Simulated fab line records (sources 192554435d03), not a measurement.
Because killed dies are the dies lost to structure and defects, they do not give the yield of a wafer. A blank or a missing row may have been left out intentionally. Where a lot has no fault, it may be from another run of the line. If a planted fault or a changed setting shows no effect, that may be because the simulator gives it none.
Problem report in the 8D (eight disciplines) form, filled by code ; flow n5_finfet ; the parts of the form that need people (team, actions taken, sign-off) are left out

## 1. THE ISSUE
Mean of plate_temp_C at N5_BEOL_M13_COAT_65: 243.88 C across 6 wafers in 2 lots; on wafers with no fault it is 250.03 C (standard deviation 0.14). Relative to the usual mean, that is a shift of -44 standard deviations.
The step: time 60 s, resist thk 350 nm.
First seen on wafer L163.3, day 14 11:49, on litho_track-02. The record holds 32 wafers of 11 lots with a number at this step. The rule behind "out" and "out of limits": a value lying over 4 standard deviations away from the usual mean. The other wafers with a number count as sound.

## 2. WHAT IT IS; WHAT IT IS NOT
question;is;is not
which readings at this step;plate_temp_C, heater_power_total_W;-
which lots;L163, L164;L150, L152, L153, L154, L155, L156, L167, L169, L172
which wafers of those lots;all that have a number;-
read on which tools;litho_track-02;litho_track-01, litho_track-05
when;from day 14 11:49;"up to then (18 sound wafers); but 8 sound wafers of L167, L169, L172 came after"

## 3. SUSPECTS, AND WHAT RULES EACH OUT
Counting: a tool stays on the suspect list if, at a process step up to the reading, it processed all lots that are out and no sound lot following the first of them.
- litho_track-02 at N5_BEOL_M13_COAT_65 (time 60 s, resist thk 350 nm): kept. It ran every lot that is out, first L163 (day 14 11:49), and no sound lot after that; its last sound lot up to then is L155 (day 12 04:22). Its own heater_power_total_W, plate_temp_C readings are out on those wafers.
Remaining after the count: litho_track-02 at N5_BEOL_M13_COAT_65.

## 4. THE CAUSE (what the simulator had put in)
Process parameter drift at N5_BEOL_M13_COAT_65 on litho_track-02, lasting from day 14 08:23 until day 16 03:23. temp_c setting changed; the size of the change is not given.
Counting left only this tool.

## 5. THE CHAIN OF EFFECTS, in route order
Each row: a reading where the mean over the struck wafers with a number is more than 3 standard deviations away from the usual. Only readings whose record carries a usual standard deviation are examined. hours: median over the lots of the time between each lot's start at the first step of this table that gives one and its start at this step. sigmas: the change, counted in usual standard deviations.
hours;step;reading;usual;on struck wafers;change;sigmas
0;N5_BEOL_M13_COAT_65;heater_power_total_W;500.4 W;484.6;-15.8;-8.8
0;N5_BEOL_M13_COAT_65;plate_temp_C;250.03 C;243.88;-6.15;-44
Process steps it contains:
- N5_BEOL_M13_COAT_65: time 60 s, resist thk 350 nm.
Later measuring or inspecting steps at which every struck wafer that the step has a row for has a number for every such reading, and none has moved that far: N5_BEOL_M13_OVL_MEAS_29.

## 6. HOW IT WOULD HAVE BEEN CAUGHT EARLIER
The fault began at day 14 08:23; the first out-of-limits reading in this record came at day 14 11:49, 3 hours later.
